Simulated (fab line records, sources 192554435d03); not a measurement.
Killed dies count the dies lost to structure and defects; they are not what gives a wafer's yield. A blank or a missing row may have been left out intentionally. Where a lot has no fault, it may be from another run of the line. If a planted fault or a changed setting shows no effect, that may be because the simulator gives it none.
fab line records | flow n5Finfet
record lots=4 | wafers=12 | lastDay=17
route steps=1938 shown MIM_BOT_LITHO@1857 MIM_BOT_ETCH@1866 PASS1_CAP@1873 TV_LITHO@1875 PASSIVATION@1936
lots untouched by any fault: they come from a run of this same line in which no faults occurred
startH: start of the lot's first displayed wafer, in hours after the record's first day | waitH: how many hours have passed since the lot's step before this one | " repeats the value in the row above | L1.1+2: a row that stands for several wafers | - value missing, or start not given | * or withheld: withheld | < > ~ a bound
route shown NAME@n: names a module that has steps shown in the file, with the first one's number in the route | usual: average and standard deviation across the fault-free wafers | same: alike in all rows | chamber/n: place in a boat | sites: the reading at each site | _std_site: the standard deviation of these | _edge_site: inner sites' mean taken away from outer sites' mean | radiusMm: how far each site lies from the wafer's centre | mask NAME#n: copy n | behind: the most recent tool/chamber to have shaped the wafer | hold: why the lot went on hold/how many hours it stayed there/how the hold came to an end | device: whichever transistor did not switch (one of n, p or np) | end of line: at the end of the route, the tests of the same wafers | a step with no rows: only its recipe | killed: count of dies lost to structure and defects at first sort (not the wafer's yield) | map: the dies of a wafer, with x for killed, . for not killed, _ for no die there
set.NAME: the run value of the setting; set.NAME@STEP: its run value at that earlier step | model.NAME: the simulator's own value behind a step, which no gauge read
lots at selected steps of the route; one table per step, one row per wafer
services: from which hour (startH, from the record's first day; less than 0 if before it) a tool's chamber was out of use, for how many hours, and why
## steps
# step N5_MIM_BOT_LITHO_SOFTBAKE_03
# recipe tempC=100 | timeS=90
# step N5_MIM_BOT_LITHO_EXPOSE_05
# recipe maskId=MIM_BOT | na=0.55 | sourceShape=conventional | sigmaOuter=0.8 | polarization=unpolarized | doseMj=24.25
# step N5_MIM_BOT_LITHO_PEB_06
# recipe pebTempC=withheld | pebTimeS=*
# step N5_MIM_BOT_LITHO_DEVELOP_07
# recipe developTimeS=60 | rinseLiquid=diw | dry=airSpin | devTempC=21
# step N5_MIM_BOT_LITHO_HARDBAKE_09
# recipe tempC=130 | timeS=120
# step N5_MIM_BOT_LITHO_DESCUM_10
# recipe chemistry=O2 | timeS=7.9 | sourcePowerW=50 | biasPowerW=20 | pressureMtorr=20 | rfFrequencyHz=2.712e+07 | tempC=40 | o2FlowSccm=225
# step N5_MIM_BOT_ETCH_ETCH_04
# recipe chemistry=CF4/O2 | target=SiNx | targetDepthA=260 | timeS=13 | ionEnergyEv=100 | pressureMtorr=40 | sourceW=535 | biasW=49 | Ar_flow_sccm=100 | cf4FlowSccm=100 | O2_flow_sccm=10
# step N5_MIM_BOT_ETCH_ETCH_03
# recipe chemistry=Cl2/BCl3 | targetDepthA=120 | pressureMtorr=8 | icpW=800 | biasW=100 | Cl2_flow_sccm=20 | bcl3FlowSccm=80
# step N5_MIM_BOT_ETCH_ETCH_00
# recipe chemistry=Cl2/BCl3 | target=TiN | targetDepthA=455 | ionEnergyEv=150 | pressureMtorr=10 | icpW=1000 | biasW=126 | Cl2_flow_sccm=53.25 | bcl3FlowSccm=21.75 | Ar_flow_sccm=25
# step N5_MIM_BOT_ETCH_STRIP_01
# recipe chemistry=O2 | powerW=600 | tempC=60 | pressureMtorr=30 | rfFrequencyHz=6e+07 | biasPowerW=0 | overashFraction=0.5 | o2FlowSccm=225
# usual chamberPressureMTorr=30.01/0.073 | drypumpMotorCurrentA=5.6/0.35 | oesProductAu=0.81/0.08 | rfVppV=3.7/1.2 | showerheadPlenumPTorr=2.10/0.074 | throttleValvePct=16.64/0.27
lot.wafer | tool       | chamber | startH | waitH | chamberPressureMTorr | drypumpMotorCurrentA | oesProductAu | rfHoursCounterH | rfVppV | showerheadPlenumPTorr | throttleValvePct
L346.1    | rieDiel-01 | 2       | 319.62 | 0.2   | 30.04                | 5.4                  | 0.77         | 118             | 2.3    | 2.15                  | 16.86
L346.5    | "          | 1       | "      | "     | 29.95                | 5.2                  | 0.73         | -               | 4.3    | 2.06                  | 16.83
L346.6    | "          | 3       | "      | "     | 30.05                | 5.9                  | 0.68         | -               | 3.0    | 2.18                  | 16.99
L351.2    | rieDiel-01 | 3       | 359.79 | 0.1   | 29.93                | 6.0                  | 0.98         | 3               | 2.4    | 2.18                  | 16.58
L351.3    | "          | 0       | "      | "     | 29.95                | 6.0                  | 0.84         | 100             | 2.8    | 2.00                  | 16.36
L351.5    | "          | 2       | "      | "     | 29.95                | 5.4                  | 0.76         | -               | 4.2    | 2.14                  | 16.89
L354.1    | rieDiel-01 | 2       | 378.00 | 0.2   | 30.00                | 5.4                  | 0.76         | 143             | 2.8    | 2.14                  | 16.91
L354.3    | "          | 0       | "      | "     | 29.94                | 6.0                  | 0.85         | 107             | 5.4    | 2.00                  | 16.42
L354.5    | "          | 2       | "      | "     | 29.91                | 5.4                  | 0.77         | -               | 4.5    | 2.14                  | 16.83
L359.1    | rieDiel-04 | 2       | 405.18 | 0.1   | 30.08                | 5.7                  | 0.83         | 65              | 2.8    | 2.10                  | 16.70
L359.2    | "          | 0       | "      | "     | 30.16                | 6.0                  | 0.79         | 90              | 4.3    | 2.11                  | 16.53
L359.4    | "          | 1       | "      | "     | 29.85                | 5.6                  | 0.87         | 69              | 1.4    | 2.19                  | 16.40
# step N5_MIM_BOT_ETCH_STRIP_02
# recipe chemistry=postEtchResidueRemover | timeS=1200 | tempC=72.5
# step N5_MIM_BOT_ETCH_CLEAN_05
# recipe chemistry=IPA | timeS=180 | tempC=25
# step N5_MIM_BOT_ETCH_SRD_06
# recipe dry=ipaMarangoni | timeS=30 | tempC=23 | rinseLiquid=diw
# step N5_PASSIVATION_PECVD_55
# recipe material=SiO2 | targetThkA=4000 | tempC=400 | precursor=SiH4/N2O | pressureTorr=2.7 | rfW=608 | timeS=22.5
# step N5_PASSIVATION_PECVD_01
# recipe material=SiNx | targetThkA=2000 | tempC=400 | precursor=SiH4/NH3/N2 | pressureTorr=4.9 | rfW=1406 | timeS=43.2
# step N5_PASSIVATION_HMDS_03
# recipe timeS=60 | tempC=120
# step N5_PASSIVATION_COAT_04
# recipe spinRpm=* | resistThkNm=*
# step N5_PASSIVATION_EBR_06
# recipe solvent=PGMEA | ebrWidthMm=1.5
# step N5_PASSIVATION_SOFTBAKE_05
# recipe tempC=100 | timeS=90
# step N5_PASSIVATION_EXPOSE_07
# recipe maskId=TV | na=0.55 | sourceShape=conventional | sigmaOuter=0.8 | polarization=unpolarized | defocusNm=0 | targetCdNm=3000 | doseMj=22.75
# step N5_PASSIVATION_PEB_08
# recipe pebTempC=withheld | pebTimeS=*
# step N5_PASSIVATION_DEVELOP_09
# recipe developTimeS=60 | rinseLiquid=diw | dry=airSpin | devTempC=21
# step N5_PASSIVATION_HARDBAKE_11
# recipe tempC=130 | timeS=120
# step N5_PASSIVATION_INSPECT_61
# recipe mode=adi | inspectInstrument=macro
# usual rawDefectCount=1.9/1.4
lot.wafer | tool             | chamber | startH | waitH | rawDefectCount
L346.1    | defectInspect-02 | -       | 321.56 | 0.0   | 1
L346.5    | "                | -       | "      | "     | 5
L346.6    | "                | -       | "      | "     | 2
L351.2    | defectInspect-02 | -       | 362.27 | 0.0   | >300
L351.3    | "                | -       | "      | "     | 280
L351.5    | "                | -       | "      | "     | >300
L354.1    | defectInspect-02 | -       | 380.57 | 0.0   | >300
L354.3    | "                | -       | "      | "     | >300
L354.5    | "                | -       | "      | "     | >300
L359.1    | defectInspect-02 | -       | 406.26 | 0.0   | 1
L359.2    | "                | -       | "      | "     | 2
L359.4    | "                | -       | "      | "     | 4
# step N5_PASSIVATION_DESCUM_12
# recipe chemistry=O2 | timeS=7.9 | sourcePowerW=50 | biasPowerW=20 | pressureMtorr=20 | rfFrequencyHz=2.712e+07 | tempC=40 | o2FlowSccm=225
# step N5_PASSIVATION_PROBE_49
# usual defectLimitedYield=91.1/1.6 | killed_at_M0_to_M3=35/11 | killed_at_M4_up=13/5.4 | killedAtContacts=13/6.5 | killedAtFrontEnd=40/14 | killedAtOther=4/3.1 | killedDies=105/18 | killedOpen=69/14 | killedShort=34/7.3 | sort_bin_5_function=5.2/0.96 | sort_bin_6_memory=3.4/0.77 | sortNPass=1075/19 | sortYieldPct=91.1/1.6
# same grossDies=1180 | killedAtBackSide=0 | sort_bin_4_leakage[%]=0 | sort_bin_8_speed[%]=0
lot.wafer | tool      | chamber | startH | waitH | defectLimitedYield[%] | killed_at_M0_to_M3 | killed_at_M4_up | killedAtContacts | killedAtFrontEnd | killedAtOther | killedDies | killedOpen | killedShort | sort_bin_5_function[%] | sort_bin_6_memory[%] | sortNPass | sortYieldPct[%]
L351.2    | prober-01 | -       | 370.03 | 0.1   | 83.5                  | 29                 | 14              | 31               | 15               | 106           | 195        | 57         | 37          | 10.8                   | 4.3                  | 985       | 83.5
L351.3    | prober-01 | -       | 370.08 | 0.1   | 83.2                  | 39                 | 7               | 15               | 28               | 109           | 198        | 65         | 30          | 10.5                   | 3.9                  | 982       | 83.2
L351.5    | prober-01 | -       | 370.18 | 0.2   | 84.3                  | 19                 | 18              | 23               | 30               | 95            | 185        | 61         | 30          | 10.4                   | 3.9                  | 995       | 84.3
L354.1    | prober-02 | -       | 387.41 | 0.0   | 83.7                  | 28                 | 11              | 18               | 31               | 104           | 192        | 64         | 29          | 10.4                   | 4.2                  | 988       | 83.7
L354.3    | prober-02 | -       | 387.51 | 0.1   | 81.9                  | 38                 | 9               | 9                | 41               | 116           | 213        | 68         | 35          | 11.4                   | 5.1                  | 967       | 81.9
L354.5    | prober-02 | -       | 387.61 | 0.2   | 83.6                  | 34                 | 12              | 10               | 43               | 94            | 193        | 66         | 40          | 10.3                   | 4.8                  | 987       | 83.6
# killed by level:class
L351.2 MIM_BOT_ETCH:unspecified=101 MOL_CONTACT_COAG:geometricParticle:short=16 MOL_CONTACT_COAG:geometricParticle:open=15 BEOL_M3:geometricParticle:open=10 BEOL_M0_SAQP:geometricParticle:short=6 BEOL_M5:geometricParticle:open=6 FIN_SAQP:geometricParticle:short=5 STI_FIN_REVEAL:geometricParticle:open=4
L351.3 MIM_BOT_ETCH:unspecified=97 MOL_CONTACT_COAG:geometricParticle:open=14 BEOL_M0_SAQP:geometricParticle:open=8 BEOL_M1:geometricParticle:open=7 FIN_SAQP:geometricParticle:short=6 BEOL_M2:geometricParticle:open=6 BEOL_M3:geometricParticle:open=6 MIM_TOP_ETCH:geometricParticle:open=6
L351.5 MIM_BOT_ETCH:unspecified=90 MOL_CONTACT_COAG:geometricParticle:open=21 FIN_SAQP:geometricParticle:short=10 BEOL_M4:geometricParticle:open=7 STI_FIN_REVEAL:geometricParticle:open=6 BEOL_M0_SAQP:geometricParticle:short=6 BEOL_M1:geometricParticle:open=5 FIN_SAQP:geometricParticle:open=4
L354.1 MIM_BOT_ETCH:unspecified=94 MOL_CONTACT_COAG:geometricParticle:open=13 FIN_SAQP:geometricParticle:open=7 BEOL_M0_SAQP:geometricParticle:short=7 STI_FIN_REVEAL:geometricParticle:open=6 BEOL_M3:geometricParticle:open=6 BEOL_M4:geometricParticle:open=6 MOL_CONTACT_COAG:geometricParticle:short=5
L354.3 MIM_BOT_ETCH:unspecified=107 BEOL_M0_SAQP:geometricParticle:short=13 BEOL_M0_SAQP:geometricParticle:open=12 FIN_SAQP:geometricParticle:open=11 STI_FIN_REVEAL:geometricParticle:open=8 MOL_CONTACT_COAG:geometricParticle:open=8 FIN_SAQP:geometricParticle:short=7 BEOL_M4:geometricParticle:open=7
L354.5 MIM_BOT_ETCH:unspecified=85 MOL_CONTACT_COAG:geometricParticle:open=8 BEOL_M3:geometricParticle:open=7 FIN_SAQP:geometricParticle:open=6 FIN_SAQP:geometricParticle:short=6 DUMMY_GATE:geometricParticle:open=6 BEOL_M2:geometricParticle:open=6 STI_FIN_REVEAL:geometricParticle:open=5
# map L351.3 (x killed, . not)
_________________............________________
______________.........x.....x.._____________
___________...........x....x..x....__________
__________........x.......x....x...._________
________................x............._______
_______..x.............................______
______.x......................xx.....x.._____
_____....x.........xx.x...x..............____
____......x....x.......x....x.....x.x..x..___
___..................x.....................__
___.....................x..................__
__.........x....x.......................x..._
__..............xx.................x........_
_...........x.xxxx........x..................
_.x.........xxxxxxx.x.............x.x........
_..........xxxxxxxxxxxx...x.............x....
_..x......xxxxxxxxxx..x......................
_.......x..xxxxxxxxxxx..x.xxx................
_x......x.xxxxxxxxxx.x..x.....x..........x...
_...x....x.x.xxxxxxxxx.xxxx..........x......x
_...........xxxxxxxx............x.........x..
__...x....x..xxxxxx.xx..x.............x.xx.x_
__.....x..x.xx.....xx.....x....x............_
___.............x...x......xx..............__
___.....................................x..__
____......x...x....................xx.xx..___
_____.......x.....x..........xx...x......____
______...........x......x..............._____
_______......x.xx.......x.x............______
________.......xx....x......x........._______
__________..x....x........x........._________
___________............x.x..xx.....__________
______________.....x....x..x...._____________
_________________.......x....________________
# map L354.3 (x killed, . not)
_________________.....x......________________
______________.........x........_____________
___________...........x............__________
__________......................xx.._________
________.x.......x....x...x..x........_______
_______xx..............................______
______...............x...............x.._____
_____..................x......x.........x____
____....................................x.___
___.....x.....x...x..x.....................__
___.....x...............x..................__
__.........x.....x...x...x.................._
__.........x.xx.x.x........................._
_x........xx.xxx....x......x.x..........x.x..
_.x..xxx...xx.xxxxxxxxxx....x......x........x
_.........x.xxxxxxxxxxx..........x...........
_.........xxxxxxxxxxxxx.....................x
_.......x..xxxxxxxxxx.x...................x..
_.....xx..xxxxxxxxxxx...x.xx.............x..x
_...xx...xxxxxxxxxxxxxxx...........x.........
_...........xxxxxxx...x...............x...x..
__........x..xxxxxxxx..x.x..............x..x_
__....x......xx.xx....x..................x.._
___..xx..x.x..x.x.............x.........x.x__
___...x.................x..x....xx.xx......__
____...........................xx.....x...___
_____......x...x....x.....x..............____
______.......x................x...x..x.._____
_______............x........x....x.....______
________.......x............x.x.x.x..._______
__________.xx...x...........x......._________
___________........................__________
______________....x....xxx...x.._____________
_________________............________________
## services
tool       | chamber | startH | hours | kind
rieDiel-01 | 0       | 311.92 | 8.4   | repair
rieDiel-01 | 3       | 337.19 | -     | clean
rieDiel-01 | 3       | 337.19 | -     | consumableReplace:focusRing
rieDiel-01 | 3       | 337.19 | 15.0  | scheduledDown
rieDiel-01 | 3       | 337.19 | 15.0  | ventCycle
## key
firstSign step=N5_PASSIVATION_INSPECT_61 | reading=rawDefectCount | direction=up | sigmas=99+ | usual=1.9 | struck=>296.7
effect step=N5_PASSIVATION_PROBE_49 | reading=killedAtOther | direction=up | sigmas=33 | usual=4 | struck=104
moreKillsBornAt N5_MIM_BOT_ETCH_STRIP_01@rieDiel-01=574
metAt N5_MIM_BOT_ETCH_STRIP_01
struckWafers L351.2,L351.3,L351.5,L354.1,L354.3,L354.5
onsetBetween 319.62 359.79
fault kind=chamberParticleSource | tool=rieDiel-01 | chamber=- | onsetH=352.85 | steps=N5_MIM_BOT_ETCH_STRIP_01 | ratePerVisitCm2=0.4986 | endH=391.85
